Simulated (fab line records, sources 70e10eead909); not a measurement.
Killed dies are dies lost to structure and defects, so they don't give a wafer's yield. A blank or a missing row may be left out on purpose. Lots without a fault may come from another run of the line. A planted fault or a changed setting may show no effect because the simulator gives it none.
fab line records | flow nand_harc
record lots=24 wafers=72 last_day=34
route steps=1302 shown P_START@1 P_ZERO_WELL@44 P_STI@92 P_GATE@122
lots that met no fault: from a run of the same line without faults
start_h: hours from the record's first day to the start of the lot's first wafer shown | wait_h: hours since the lot's step before | " the same as in the row above | L1.1+2: a row that stands for several wafers | - no value, or no start given | * or withheld: withheld | < > ~ a bound
route shown NAME@n: a module of which the file shows steps, and the number in the route of the first | usual: mean/standard deviation of fault-free wafers | same: alike in all rows | chamber/n: place in a boat | sites: the reading at each site | _std_site: their standard deviation | _edge_site: outer sites' mean less inner sites' | radius_mm: how far each site lies from the wafer's centre | mask NAME#n: copy n | behind: the tool/chamber that last shaped the wafer | hold: why the lot was held/for how many hours/how that ended | device: the transistor (n, p or np) that didn't switch | end of line: the same wafers' tests at the end of the route | a step without rows: its recipe alone | killed: dies lost to structure and defects at the first sort, not the wafer's yield | map: a wafer's dies, x killed, . not, _ none there
set.NAME: the setting as run; set.NAME@STEP: as run at that earlier step | model.NAME: the simulator's own value behind a step, which no gauge read
steps of the route over a sample of lots; a table a step, a row a wafer
services: from which hour (start_h, from the record's first day; less than 0 if before it) a tool's chamber was out of use, for how many hours, and why
## steps
# step NHARC_P_START_INSPECT_01
# usual raw_defect_count=3.3/1.9
# columns lot.wafer tool chamber start_h wait_h raw_defect_count
L074.3 defect_inspect-01 - 20.04 - 8
L074.5 " - " " 1
L074.6 " - " " 4
L075.1 defect_inspect-02 - 30.04 - 6
L075.2 " - " " 0
L075.5 " - " " 5
L076.2 defect_inspect-01 - 40.04 - 2
L076.5 " - " " 1
L076.6 " - " " 2
L077.2 defect_inspect-01 - 50.04 - 5
L077.3 " - " " 2
L077.5 " - " " 1
L078.1 defect_inspect-02 - 60.04 - 6
L078.5 " - " " 4
L078.6 " - " " 5
L079.1 defect_inspect-02 - 70.04 - 2
L079.5 " - " " 4
L079.6 " - " " 3
L080.2 defect_inspect-02 - 80.04 - 3
L080.3 " - " " 6
L080.5 " - " " 1
L081.2 defect_inspect-01 - 90.05 - 6
L081.3 " - " " 5
L081.4 " - " " 2
L082.1 defect_inspect-02 - 100.04 - 5
L082.2 " - " " 3
L082.4 " - " " 2
L083.1 defect_inspect-02 - 110.04 - 4
L083.2 " - " " 0
L083.3 " - " " 4
L084.1 defect_inspect-01 - 120.04 - 3
L084.2 " - " " 4
L084.6 " - " " 6
L085.2 defect_inspect-02 - 130.04 - 5
L085.3 " - " " 0
L085.6 " - " " 0
L086.1 defect_inspect-02 - 140.04 - 4
L086.2 " - " " 5
L086.5 " - " " 7
L087.1 defect_inspect-01 - 150.03 - 1
L087.3 " - " " 2
L087.6 " - " " 2
L088.2 defect_inspect-01 - 160.05 - 2
L088.3 " - " " 5
L088.5 " - " " 1
L089.2 defect_inspect-01 - 170.04 - 3
L089.5 " - " " 4
L089.6 " - " " 8
L090.2 defect_inspect-01 - 180.04 - 1
L090.5 " - " " 1
L090.6 " - " " 3
L091.2 defect_inspect-02 - 190.05 - 1
L091.4 " - " " 2
L091.6 " - " " 5
L092.1 defect_inspect-02 - 200.04 - 2
L092.2 " - " " 5
L092.4 " - " " 3
L093.1 defect_inspect-01 - 210.04 - 5
L093.4 " - " " 1
L093.6 " - " " 4
L094.1 defect_inspect-01 - 220.04 - 1
L094.4 " - " " 7
L094.5 " - " " 3
L095.2 defect_inspect-02 - 230.04 - 1
L095.5 " - " " 1
L095.6 " - " " 2
L096.1 defect_inspect-02 - 240.04 - 4
L096.3 " - " " 4
L096.4 " - " " 2
L097.1 defect_inspect-02 - 250.04 - 3
L097.2 " - " " 3
L097.5 " - " " 6
# step NHARC_P_ZERO_WELL_CD_MEAS_37
# recipe target_cd_nm=720 landing_energy_ev=500
# usual cd_nm=719.5/1.6
# columns lot.wafer tool chamber start_h wait_h cd_nm
L074.3 cd_sem-01 0 24.37 - 719.1
L074.5 " 0 " " 719.4
L074.6 " 0 " " 718.5
L075.1 cd_sem-01 0 35.08 - 720.2
L075.2 " 0 " " 721.7
L075.5 " 0 " " 720.8
L076.2 cd_sem-01 0 44.09 - 719.6
L076.5 " 0 " " 719.1
L076.6 " 0 " " 718.7
L077.2 cd_sem-03 0 54.17 - 717.8
L077.3 " 0 " " 718.5
L077.5 " 0 " " 718.6
L078.1 cd_sem-02 0 64.16 - 719.0
L078.5 " 0 " " 716.6
L078.6 " 0 " " 719.3
L079.1 cd_sem-01 0 74.12 - 718.8
L079.5 " 0 " " 718.6
L079.6 " 0 " " 718.7
L080.2 cd_sem-01 0 83.99 - 722.2
L080.3 " 0 " " 719.3
L080.5 " 0 " " 721.5
L081.2 cd_sem-03 0 94.23 - 719.2
L081.3 " 0 " " 719.4
L081.4 " 0 " " 721.7
L082.1 cd_sem-03 0 104.13 - 716.2
L082.2 " 0 " " 717.2
L082.4 " 0 " " 716.1
L083.1 cd_sem-02 0 114.17 - 718.1
L083.2 " 0 " " 717.8
L083.3 " 0 " " 718.8
L084.1 cd_sem-01 0 124.28 - 720.0
L084.2 " 0 " " 720.4
L084.6 " 0 " " 720.8
L085.2 cd_sem-02 0 134.23 - 719.4
L085.3 " 0 " " 720.7
L085.6 " 0 " " 718.7
L086.1 cd_sem-02 0 144.22 - 721.2
L086.2 " 0 " " 718.4
L086.5 " 0 " " 720.3
L087.1 cd_sem-01 0 154.04 - 718.5
L087.3 " 0 " " 720.5
L087.6 " 0 " " 719.9
L088.2 cd_sem-03 0 164.22 - 720.1
L088.3 " 0 " " 720.5
L088.5 " 0 " " 719.3
L089.2 cd_sem-03 0 174.10 - 720.6
L089.5 " 0 " " 721.0
L089.6 " 0 " " 720.5
L090.2 cd_sem-02 0 183.89 - 722.4
L090.5 " 0 " " 720.2
L090.6 " 0 " " 721.4
L091.2 cd_sem-02 0 194.12 - 720.6
L091.4 " 0 " " 721.2
L091.6 " 0 " " 719.3
L092.1 cd_sem-03 0 203.98 - 719.4
L092.2 " 0 " " 720.4
L092.4 " 0 " " 721.6
L093.1 cd_sem-03 0 215.82 - 717.6
L093.4 " 0 " " 718.1
L093.6 " 0 " " 718.7
L094.1 cd_sem-02 0 226.68 - 720.8
L094.4 " 0 " " 721.2
L094.5 " 0 " " 720.6
L095.2 cd_sem-01 0 234.27 - 721.5
L095.5 " 0 " " 721.6
L095.6 " 0 " " 722.4
L096.1 cd_sem-01 0 244.08 - 718.7
L096.3 " 0 " " 718.6
L096.4 " 0 " " 717.6
L097.1 cd_sem-02 0 254.14 - 721.4
L097.2 " 0 " " 720.8
L097.5 " 0 " " 719.1
# step NHARC_P_STI_OCD_MEAS_17
# usual trench_depth_nm=300/4.2 trench_foot_cd_nm=157.2/2.3
# columns lot.wafer tool chamber start_h wait_h trench_depth_nm trench_foot_cd_nm
L074.3 ocd-02 - 45.16 0.1 291 157.1
L074.5 " - " " 297 153.5
L074.6 " - " " 291 157.6
L075.1 ocd-01 - 56.64 0.1 300 158.2
L075.2 " - " " 292 157.5
L075.5 " - " " 302 155.8
L076.2 ocd-02 - 62.90 0.1 297 156.6
L076.5 " - " " 299 159.3
L076.6 " - " " 298 158.0
L077.2 ocd-02 - 74.85 0.1 299 156.3
L077.3 " - " " 300 153.9
L077.5 " - " " 300 155.8
L078.1 ocd-01 - 86.49 0.1 301 156.0
L078.5 " - " " 303 154.9
L078.6 " - " " 297 157.1
L079.1 ocd-01 - 94.97 0.1 301 159.0
L079.5 " - " " 295 159.0
L079.6 " - " " 301 157.2
L080.2 ocd-02 - 104.41 0.1 292 157.7
L080.3 " - " " 296 160.7
L080.5 " - " " 299 158.2
L081.2 ocd-01 - 115.38 0.1 299 159.1
L081.3 " - " " 297 156.3
L081.4 " - " " 300 155.2
L082.1 ocd-02 - 125.68 0.1 307 155.8
L082.2 " - " " 295 156.4
L082.4 " - " " 308 157.8
L083.1 ocd-02 - 137.22 0.1 296 159.9
L083.2 " - " " 306 155.2
L083.3 " - " " 298 160.4
L084.1 ocd-01 - 145.15 0.1 302 154.5
L084.2 " - " " 304 155.5
L084.6 " - " " 303 158.4
L085.2 ocd-01 - 159.99 0.1 299 156.2
L085.3 " - " " 296 158.4
L085.6 " - " " 299 158.7
L086.1 ocd-01 - 163.19 0.1 298 153.5
L086.2 " - " " 309 154.4
L086.5 " - " " 306 154.1
L087.1 ocd-02 - 174.96 0.1 300 157.4
L087.3 " - " " 299 154.4
L087.6 " - " " 298 159.1
L088.2 ocd-01 - 183.54 0.1 301 158.8
L088.3 " - " " 294 157.5
L088.5 " - " " 299 155.4
L089.2 ocd-01 - 192.87 0.1 300 157.8
L089.5 " - " " 304 158.4
L089.6 " - " " 293 159.2
L090.2 ocd-02 - 205.21 0.1 294 160.1
L090.5 " - " " 302 155.4
L090.6 " - " " 307 156.3
L091.2 ocd-02 - 213.51 0.1 295 155.0
L091.4 " - " " 306 155.1
L091.6 " - " " 304 156.2
L092.1 ocd-01 - 226.11 0.1 306 152.9
L092.2 " - " " 308 159.2
L092.4 " - " " 300 156.0
L093.1 ocd-02 - 234.92 0.1 300 159.9
L093.4 " - " " 295 163.5
L093.6 " - " " 294 161.4
L094.1 ocd-01 - 247.70 0.1 307 157.1
L094.4 " - " " 305 153.7
L094.5 " - " " 305 156.4
L095.2 ocd-01 - 255.51 0.1 294 156.8
L095.5 " - " " 299 159.0
L095.6 " - " " 298 157.4
L096.1 ocd-01 - 265.76 0.1 296 157.0
L096.3 " - " " 293 158.6
L096.4 " - " " 299 156.5
L097.1 ocd-02 - 274.43 0.1 299 157.1
L097.2 " - " " 301 158.6
L097.5 " - " " 301 157.6
# step NHARC_P_GATE_CD_MEAS_11
# recipe target_cd_nm=1640 landing_energy_ev=500
# usual cd_nm=1640.7/1.7
# columns lot.wafer tool chamber start_h wait_h cd_nm
L074.3 cd_sem-03 0 81.08 - 1640.3
L074.5 " 0 " " 1639.5
L074.6 " 0 " " 1637.2
L075.1 cd_sem-01 0 92.67 - 1643.7
L075.2 " 0 " " 1642.7
L075.5 " 0 " " 1643.1
L076.2 cd_sem-01 0 101.04 - 1638.4
L076.5 " 0 " " 1641.7
L076.6 " 0 " " 1641.0
L077.2 cd_sem-02 0 108.56 - 1639.6
L077.3 " 0 " " 1640.0
L077.5 " 0 " " 1638.2
L078.1 cd_sem-01 0 124.78 - 1642.1
L078.5 " 0 " " 1643.1
L078.6 " 0 " " 1641.0
L079.1 cd_sem-03 0 131.26 - 1640.0
L079.5 " 0 " " 1642.4
L079.6 " 0 " " 1639.2
L080.2 cd_sem-03 0 148.42 - 1641.1
L080.3 " 0 " " 1639.4
L080.5 " 0 " " 1640.3
L081.2 cd_sem-03 0 148.58 - 1643.2
L081.3 " 0 " " 1641.3
L081.4 " 0 " " 1642.4
L082.1 cd_sem-02 0 161.21 - 1638.1
L082.2 " 0 " " 1640.9
L082.4 " 0 " " 1641.3
L083.1 cd_sem-02 0 174.71 - 1640.5
L083.2 " 0 " " 1637.6
L083.3 " 0 " " 1641.9
L084.1 cd_sem-03 0 178.97 - 1644.3
L084.2 " 0 " " 1641.2
L084.6 " 0 " " 1644.2
L086.1 cd_sem-01 0 194.95 - 1641.9
L086.2 " 0 " " 1639.3
L086.5 " 0 " " 1641.3
L085.2 cd_sem-03 0 195.11 - 1640.6
L085.3 " 0 " " 1641.2
L085.6 " 0 " " 1641.1
L087.1 cd_sem-03 0 210.57 - 1640.6
L087.3 " 0 " " 1641.2
L087.6 " 0 " " 1639.8
L088.2 cd_sem-02 0 226.86 - 1641.8
L088.3 " 0 " " 1641.8
L088.5 " 0 " " 1641.1
L089.2 cd_sem-03 0 226.91 - 1642.8
L089.5 " 0 " " 1642.8
L089.6 " 0 " " 1641.8
L090.2 cd_sem-02 0 240.79 - 1638.0
L090.5 " 0 " " 1639.5
L090.6 " 0 " " 1638.0
L091.2 cd_sem-02 0 247.65 - 1640.5
L091.4 " 0 " " 1640.8
L091.6 " 0 " " 1642.4
L092.1 cd_sem-02 0 262.69 - 1640.1
L092.2 " 0 " " 1640.3
L092.4 " 0 " " 1638.8
L093.1 cd_sem-03 0 273.24 - 1638.0
L093.4 " 0 " " 1642.6
L093.6 " 0 " " 1640.4
L094.1 cd_sem-02 0 285.99 - 1640.8
L094.4 " 0 " " 1642.2
L094.5 " 0 " " 1641.1
L095.2 cd_sem-01 0 286.16 - 1643.8
L095.5 " 0 " " 1639.9
L095.6 " 0 " " 1643.0
L096.1 cd_sem-02 0 301.05 - 1641.4
L096.3 " 0 " " 1641.3
L096.4 " 0 " " 1640.5
L097.1 cd_sem-02 0 308.38 - 1641.5
L097.2 " 0 " " 1641.4
L097.5 " 0 " " 1639.1
# step NHARC_P_GATE_DESCUM_13
# recipe time_s=3 o2_flow_sccm=200 ar_flow_sccm=0 bias_power_w=0 chemistry=O2
# usual drypump_motor_current_A=5.9/0.52 oes_product_au=1.000/0.01 rf_vpp_V=57.7/0.9 showerhead_plenum_p_Torr=1.91/0.072 throttle_valve_pct=11.310/0.0092
# columns lot.wafer tool chamber start_h wait_h drypump_motor_current_A oes_product_au rf_hours_counter_h rf_vpp_V showerhead_plenum_p_Torr throttle_valve_pct
L074.3 rie_diel-10 1 81.26 - 6.4 1.003 0.1 56.9 1.87 11.314
L074.5 " 3 " " 6.2 1.000 - 58.2 1.97 11.326
L074.6 " 0 " " 6.7 0.998 - 56.8 1.94 11.322
L075.1 rie_diel-02 0 92.84 - 5.7 0.998 2.7 58.2 2.01 11.320
L075.2 " 2 " " 5.8 0.985 2.1 56.6 1.78 11.290
L075.5 " 1 " " 5.7 0.988 - 58.4 1.89 11.326
L076.2 rie_diel-02 2 101.22 - 5.8 0.993 3.0 58.2 1.78 11.321
L076.5 " 0 " " 5.7 1.003 - 58.1 2.01 11.314
L076.6 " 1 " " 5.7 0.983 - 57.8 1.89 11.306
L077.3 rie_diel-02 3 108.75 - 5.7 0.993 3.6 56.3 1.81 11.316
L077.2 " 0 " " 5.7 0.990 3.6 57.2 2.01 11.304
L077.5 " 2 " " 5.8 0.998 - 57.5 1.78 11.311
L078.1 rie_diel-10 2 124.98 - 6.1 0.991 3.7 57.9 1.89 11.314
L078.6 " 3 " " 6.2 1.006 - 57.6 1.97 11.304
L078.5 " 0 " " 6.7 1.003 - 57.2 1.94 11.308
L079.1 rie_diel-12 1 131.46 - 5.9 0.996 1.1 57.8 1.93 11.316
L079.5 " 2 " " 4.6 0.995 - 57.2 1.98 11.316
L079.6 " 3 " " 5.1 1.005 - 57.6 1.90 11.306
L080.3 rie_diel-02 3 148.58 - 5.7 0.996 6.2 57.3 1.81 11.314
L080.2 " 1 " " 5.7 0.992 5.2 56.7 1.89 11.317
L080.5 " 0 " " 5.7 1.011 - 58.1 2.00 11.301
L081.2 rie_diel-12 3 148.74 - 5.1 0.990 3.5 58.3 1.90 11.309
L081.4 " 1 " " 5.8 0.990 2.4 57.3 1.92 11.314
L081.3 " 2 " " 4.6 0.993 3.7 58.9 1.98 11.330
L082.1 rie_diel-02 0 161.39 - 5.7 0.997 6.3 58.3 2.00 11.318
L082.4 " 1 " " 5.7 0.996 5.4 57.1 1.88 11.312
L082.2 " 2 " " 5.8 0.997 5.5 57.6 1.78 11.309
L083.3 rie_diel-10 0 174.87 - 6.7 1.018 5.2 55.8 1.94 11.300
L083.1 " 1 " " 6.4 1.001 5.6 57.7 1.87 11.312
L083.2 " 3 " " 6.2 1.001 5.8 59.0 1.97 11.304
L084.2 rie_diel-10 3 179.13 - 6.2 1.007 5.9 57.8 1.97 11.308
L084.1 " 2 " " 6.1 1.001 6.3 57.8 1.88 11.320
L084.6 " 0 " " 6.7 1.018 - 58.2 1.94 11.314
L086.2 rie_diel-10 1 195.12 - 6.4 1.008 6.3 57.6 1.87 11.317
L086.1 " 2 " " 6.1 1.000 7.1 58.8 1.88 11.298
L086.5 " 0 " " 6.7 1.016 - 58.2 1.94 11.300
L085.3 rie_diel-10 0 195.27 - 6.7 1.017 6.0 56.7 1.94 11.294
L085.2 " 3 " " 6.2 0.988 6.9 58.1 1.97 11.312
L085.6 " 0 " " 6.7 1.017 - 56.5 1.94 11.300
L087.1 rie_diel-10 3 210.74 - 6.2 1.002 7.0 57.0 1.97 11.312
L087.3 " 0 " " 6.7 1.010 6.2 57.9 1.94 11.311
L087.6 " 2 " " 6.1 0.992 - 57.7 1.88 11.298
L088.2 rie_diel-10 2 227.05 - 6.1 1.005 7.5 58.1 1.88 11.302
L088.3 " 3 " " 6.2 1.001 7.3 57.6 1.97 11.311
L088.5 " 0 " " 6.7 1.010 - 58.0 1.94 11.314
L089.2 rie_diel-02 1 227.08 - 5.7 1.013 0.5 55.9 1.88 11.303
L089.5 " 0 " " 5.7 1.021 - 57.4 2.00 11.320
L089.6 " 1 " " 5.7 1.001 - 56.7 1.88 11.314
L090.2 rie_diel-12 0 240.94 - 5.5 1.010 9.3 58.7 2.05 11.317
L090.5 " 1 " " 5.9 0.999 - 57.8 1.92 11.298
L090.6 " 3 " " 5.1 1.007 - 58.2 1.89 11.315
L091.4 rie_diel-02 2 247.81 - 5.8 0.985 0.9 58.4 1.78 11.328
L091.2 " 3 " " 5.7 1.003 1.3 57.4 1.81 11.321
L091.6 " 3 " " 5.7 0.996 - 56.6 1.81 11.331
L092.4 rie_diel-10 1 262.85 - 6.4 1.016 0.5 58.6 1.86 11.316
L092.1 " 2 " " 6.1 0.990 0.5 58.6 1.88 11.282
L092.2 " 0 " " 6.7 1.003 0.2 58.2 1.94 11.313
L093.1 rie_diel-02 0 273.40 - 5.7 1.005 2.5 59.5 2.00 11.306
L093.4 " 1 " " 5.7 1.007 2.3 59.1 1.88 11.314
L093.6 " 1 " " 5.7 1.003 - 58.2 1.88 11.305
L094.1 rie_diel-12 2 286.15 - 4.6 1.001 0.3 56.9 1.98 11.330
L094.4 " 3 " " 5.1 0.988 0.3 57.3 1.89 11.301
L094.5 " 3 " " 5.1 0.980 - 59.3 1.89 11.310
L095.2 rie_diel-10 0 286.32 - 6.7 0.990 0.7 57.6 1.94 11.307
L095.6 " 0 " " 6.7 0.988 - 57.3 1.94 11.317
L095.5 " 1 " " 6.5 1.007 - 57.4 1.86 11.314
L096.1 rie_diel-12 2 301.21 - 4.6 1.017 2.8 58.5 1.98 11.299
L096.3 " 3 " " 5.2 0.976 2.7 57.3 1.89 11.318
L096.4 " 0 " " 5.5 0.989 1.8 56.7 2.05 11.312
L097.2 rie_diel-02 1 308.56 - 5.7 1.014 3.0 56.4 1.88 11.312
L097.1 " 3 " " 5.7 1.003 3.6 58.6 1.81 11.317
L097.5 " 0 " " 5.7 1.019 - 58.9 2.00 11.301
# step NHARC_P_GATE_DESCUM_31
# recipe time_s=3 o2_flow_sccm=200 ar_flow_sccm=0 bias_power_w=0 chemistry=O2
# usual drypump_motor_current_A=5.8/0.53 oes_product_au=1.003/0.01 rf_vpp_V=57.9/0.79 showerhead_plenum_p_Torr=1.91/0.077 throttle_valve_pct=11.311/0.0086
# columns lot.wafer tool chamber start_h wait_h drypump_motor_current_A oes_product_au rf_hours_counter_h rf_vpp_V showerhead_plenum_p_Torr throttle_valve_pct
L074.3 rie_diel-02 1 95.38 0.1 5.7 0.985 2.7 57.1 1.89 11.304
L074.6 " 2 " " 5.8 0.992 - 56.3 1.78 11.307
L074.5 " 3 " " 5.8 0.983 - 56.1 1.81 11.332
L075.2 rie_diel-12 3 109.15 0.1 5.1 1.009 0.2 58.1 1.90 11.307
L075.1 " 2 " " 4.6 1.013 0.2 58.2 1.98 11.306
L075.5 " 3 " " 5.1 1.007 - 57.5 1.90 11.321
L076.2 rie_diel-02 0 116.99 0.1 5.7 1.002 4.6 57.4 2.01 11.299
L076.6 " 2 " " 5.8 0.996 - 57.5 1.78 11.318
L076.5 " 3 " " 5.8 0.992 - 57.4 1.81 11.313
L077.2 rie_diel-12 1 127.28 0.1 5.8 1.005 1.0 58.1 1.93 11.317
L077.3 " 2 " " 4.6 1.002 1.3 59.0 1.98 11.309
L077.5 " 0 " " 5.5 1.012 - 58.7 2.05 11.304
L078.1 rie_diel-12 0 138.88 0.1 5.5 0.998 1.1 59.2 2.05 11.306
L078.5 " 3 " " 5.2 1.009 - 57.2 1.90 11.302
L078.6 " 0 " " 5.5 1.007 - 57.7 2.05 11.299
L079.1 rie_diel-12 1 150.90 0.1 5.9 0.994 2.4 58.5 1.92 11.325
L079.6 " 2 " " 4.6 1.005 - 58.8 1.98 11.299
L079.5 " 3 " " 5.1 1.008 - 57.7 1.90 11.314
L080.3 rie_diel-12 3 165.61 0.1 5.2 0.996 5.3 58.0 1.90 11.325
L080.2 " 0 " " 5.5 1.000 3.6 59.6 2.05 11.309
L080.5 " 3 " " 5.1 0.998 - 57.2 1.90 11.306
L081.4 rie_diel-10 3 165.83 0.1 6.2 0.992 5.6 57.5 1.97 11.323
L081.2 " 0 " " 6.7 1.005 5.1 58.1 1.94 11.299
L081.3 " 1 " " 6.4 1.002 5.5 57.3 1.87 11.296
L082.2 rie_diel-10 0 175.62 0.1 6.7 1.010 5.3 58.8 1.94 11.308
L082.1 " 2 " " 6.1 0.996 6.2 58.5 1.88 11.311
L082.4 " 3 " " 6.2 1.011 5.8 60.0 1.97 11.314
L083.3 rie_diel-10 0 189.07 0.1 6.7 1.015 5.5 57.5 1.94 11.314
L083.2 " 1 " " 6.5 0.997 5.8 58.2 1.87 11.319
L083.1 " 2 " " 6.1 0.997 6.4 57.1 1.88 11.322
L084.1 rie_diel-10 3 195.59 0.1 6.2 0.992 6.9 58.6 1.97 11.309
L084.2 " 0 " " 6.7 1.022 6.0 57.8 1.94 11.310
L084.6 " 1 " " 6.4 1.008 - 58.5 1.87 11.308
L086.2 rie_diel-10 0 209.35 0.1 6.7 1.022 6.1 60.0 1.94 11.326
L086.1 " 1 " " 6.5 1.003 6.4 57.2 1.87 11.310
L086.5 " 2 " " 6.1 1.005 - 57.6 1.88 11.297
L085.2 rie_diel-12 3 209.99 0.1 5.1 1.006 8.2 58.1 1.89 11.305
L085.3 " 0 " " 5.6 1.007 6.5 58.2 2.05 11.303
L085.6 " 0 " " 5.5 1.009 - 59.9 2.05 11.299
L087.1 rie_diel-10 0 229.49 0.1 6.7 1.006 6.5 58.1 1.94 11.306
L087.3 " 2 " " 6.1 1.011 7.5 58.0 1.88 11.312
L087.6 " 3 " " 6.2 1.006 - 58.0 1.97 11.317
L089.2 rie_diel-02 0 246.53 0.1 5.7 1.007 1.1 58.1 2.00 11.291
L089.6 " 1 " " 5.7 1.017 - 56.6 1.88 11.304
L089.5 " 2 " " 5.8 1.007 - 58.6 1.78 11.306
L088.2 rie_diel-02 2 247.23 0.1 5.8 0.987 0.8 56.2 1.78 11.310
L088.3 " 3 " " 5.7 1.010 1.1 57.7 1.81 11.320
L088.5 " 2 " " 5.8 0.989 - 57.3 1.78 11.319
L090.2 rie_diel-02 0 260.23 0.1 5.7 1.011 1.4 58.4 2.00 11.325
L090.5 " 2 " " 5.8 1.001 - 57.9 1.77 11.306
L090.6 " 3 " " 5.7 1.000 - 57.2 1.81 11.297
L091.4 rie_diel-02 1 264.40 0.1 5.7 1.006 1.1 56.8 1.88 11.314
L091.2 " 0 " " 5.7 1.012 1.5 58.1 2.00 11.317
L091.6 " 1 " " 5.7 1.018 - 56.9 1.88 11.337
L092.1 rie_diel-10 2 276.80 0.1 6.1 0.984 0.6 57.8 1.88 11.304
L092.2 " 3 " " 6.2 1.008 0.4 57.6 1.97 11.324
L092.4 " 0 " " 6.7 0.998 0.4 57.7 1.94 11.305
L093.4 rie_diel-10 0 290.46 0.1 6.7 0.992 1.2 58.7 1.94 11.313
L093.1 " 1 " " 6.5 1.008 1.4 57.2 1.86 11.303
L093.6 " 1 " " 6.4 1.018 - 57.7 1.86 11.320
L094.4 rie_diel-02 3 300.54 0.1 5.7 0.993 3.4 58.9 1.81 11.316
L094.1 " 1 " " 5.7 1.018 2.9 58.0 1.88 11.304
L094.5 " 0 " " 5.7 1.012 - 58.9 2.00 11.304
L095.2 rie_diel-10 2 301.33 0.1 6.1 0.992 2.1 56.6 1.88 11.318
L095.5 " 0 " " 6.7 1.004 - 58.9 1.94 11.301
L095.6 " 1 " " 6.5 1.020 - 56.9 1.86 11.315
L096.3 rie_diel-12 1 315.11 0.1 5.8 1.006 4.2 58.9 1.92 11.308
L096.1 " 2 " " 4.6 1.012 4.0 57.9 1.98 11.318
L096.4 " 3 " " 5.2 1.001 3.6 58.2 1.89 11.298
L097.2 rie_diel-02 2 322.82 0.1 5.8 0.994 4.1 56.0 1.77 11.302
L097.1 " 0 " " 5.7 1.018 4.5 59.0 2.00 11.315
L097.5 " 1 " " 5.7 1.013 - 58.4 1.88 11.305
## services
# columns tool chamber start_h hours kind
rie_diel-12 - 58.80 9.1 repair
rie_diel-10 - 65.50 9.0 pm
rie_diel-10 0 65.50 9.0 vent_cycle
rie_diel-10 1 65.50 9.0 vent_cycle
rie_diel-10 2 65.50 9.0 vent_cycle
rie_diel-10 3 65.50 9.0 vent_cycle
rie_diel-10 0 74.50 - clean
rie_diel-10 1 74.50 - clean
rie_diel-10 2 74.50 - clean
rie_diel-10 3 74.50 - clean
rie_diel-12 - 91.40 9.0 pm
rie_diel-10 0 99.00 - clean
rie_diel-10 1 153.27 6.4 repair
rie_diel-02 - 216.71 9.0 pm
rie_diel-12 1 221.23 14.2 repair
rie_diel-10 0 236.69 1.6 repair
rie_diel-12 2 239.03 2.4 repair
rie_diel-10 - 242.50 9.0 pm
rie_diel-12 - 255.44 1.1 repair
rie_diel-10 3 255.71 3.9 repair
rie_diel-12 - 268.40 9.0 pm
rie_diel-02 2 277.87 7.5 repair
rie_diel-12 0 290.39 2.9 repair
rie_diel-02 3 318.02 19.0 repair
## key
fault none
